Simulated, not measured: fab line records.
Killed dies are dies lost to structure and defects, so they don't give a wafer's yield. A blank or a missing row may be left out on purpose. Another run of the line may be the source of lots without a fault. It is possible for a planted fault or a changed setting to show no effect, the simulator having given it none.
One fault through the eyes of 2 desks / flow n5-finfet / each desk has only its own numbers; what lay behind them comes last

## THE METROLOGY DESK
Lot by lot, what the gauges showed, no matter which tool ran the lot: averages of those sampled wafers that carry a number. Any lot whose mean is over 4 standard deviations away from the usual mean is out of limits and marked OUT; that distance is given in the brackets. Of its 10 readings 7 are shown: those that lie furthest out on some lot.
Columns: A = DIBL_N at N5_BEOL_M4_RC_MEAS_101, usual 35.9 mV/V; B = DIBL_P at N5_BEOL_M4_RC_MEAS_101, usual 36.3 mV/V; C = IOFF_N at N5_BEOL_M4_RC_MEAS_101, usual 0.153 nA/um; D = IOFF_P at N5_BEOL_M4_RC_MEAS_101, usual 0.208 nA/um; E = ION_N at N5_BEOL_M4_RC_MEAS_101, usual 672 uA/um; F = VT_N at N5_BEOL_M4_RC_MEAS_101, usual 250.4 mV; G = VT_P at N5_BEOL_M4_RC_MEAS_101, usual -250.5 mV
lot=L158; first seen here=day 8 00:50; A=35.5; B=35.4; C=0.140; D=0.175; E=666; F=251.5; G=-255.8
lot=L159; first seen here=day 8 15:58; A=36.7; B=36.8; C=0.172; D=0.206; E=678; F=250.7; G=-251.8
lot=L163; first seen here=day 9 19:38; A=35.9; B=37.4; C=0.151; D=0.206; E=664; F=251.4; G=-251.8
lot=L164; first seen here=day 10 07:00; A=36.5; B=36.2; C=0.162; D=0.225; E=679; F=249.5; G=-249.8
lot=L167; first seen here=day 10 11:12; A=36.8; B=37.6; C=0.159; D=0.206; E=682; F=249.4; G=-249.7
lot=L169; first seen here=day 11 03:49; A=34.9; B=34.1; C=0.126; D=0.186; E=658; F=254.4; G=-252.2
lot=L172; first seen here=day 12 04:38; A=36.7; B=37.0; C=0.183; D=0.239; E=676; F=245.2; G=-247.4
lot=L175; first seen here=day 12 15:20; A=34.7; B=35.9; C=0.134; D=0.169; E=669; F=253.1; G=-255.1
lot=L177; first seen here=day 13 15:25; A=33.9; B=34.7; C=0.139; D=0.216; E=674; F=251.1; G=-247.3
lot=L178; first seen here=day 13 21:12; A=34.5; B=36.6; C=0.147; D=0.198; E=676; F=251.0; G=-251.8
This desk's finding: nothing out of limits on any of the 10 lots.

## FOR THE TOOL OWNER'S DESK: rie-diel-06
The tool's own readings at N5_MOL_CONTACT_COAG_ETCH_110 (etches Si in CF4/O2, target depth 2.5 nm, time 8 s): means of the sampled wafers that have a number, for each lot that ran on this tool. Any lot whose mean is over 4 standard deviations away from the usual mean is out of limits and marked OUT; that distance is given in the brackets.
Columns: A = bias-w at N5_MOL_CONTACT_COAG_ETCH_110, usual 12.00 W; B = drypump-motor-current-A at N5_MOL_CONTACT_COAG_ETCH_110, usual 5.9 A; C = oes-product-au at N5_MOL_CONTACT_COAG_ETCH_110, usual 0.80 a.u.; D = rf-vpp-V at N5_MOL_CONTACT_COAG_ETCH_110, usual 126.7 V; E = showerhead-plenum-p-Torr at N5_MOL_CONTACT_COAG_ETCH_110, usual 2.22 Torr; F = throttle-valve-pct at N5_MOL_CONTACT_COAG_ETCH_110, usual 10.75 %
lot=L158; first seen here=day 4 16:53; A=12.02; B=6.0; C=0.80; D=126.1; E=2.18; F=10.66
lot=L164; first seen here=day 6 08:38; A=12.03; B=6.0; C=0.78; D=128.7; E=2.25; F=10.80
lot=L169; first seen here=day 7 23:12; A=11.43 (-15) OUT; B=5.8; C=0.88; D=122.7; E=2.23; F=10.48
lot=L172; first seen here=day 8 10:17; A=11.48 (-14) OUT; B=5.6; C=0.82; D=120.3; E=2.22; F=10.58
This desk's verdict: out of limits on L169, L172, starting with L169 at day 7 23:12 (bias-w at N5_MOL_CONTACT_COAG_ETCH_110). L158, L164 stayed within limits.

## BROUGHT TOGETHER
At day 7 23:12, on L169, L172, the tool owner's desk was in a position to raise an alarm.
From the metrology desk's view, nothing was out of limits.
The metrology desk has L169, L172 on record, within its limits.
All the named lots went through N5_MOL_CONTACT_COAG_ETCH_110 on rie-diel-06.

## WHAT THE SIMULATOR HAD INSERTED
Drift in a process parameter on rie-diel-06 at N5_MOL_CONTACT_COAG_ETCH_110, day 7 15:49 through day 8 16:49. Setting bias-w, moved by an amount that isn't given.
Lots struck among those shown: L169, L172.
Delay in hours, fault start to first out-of-limits reading, by desk: the tool owner's desk at 7.
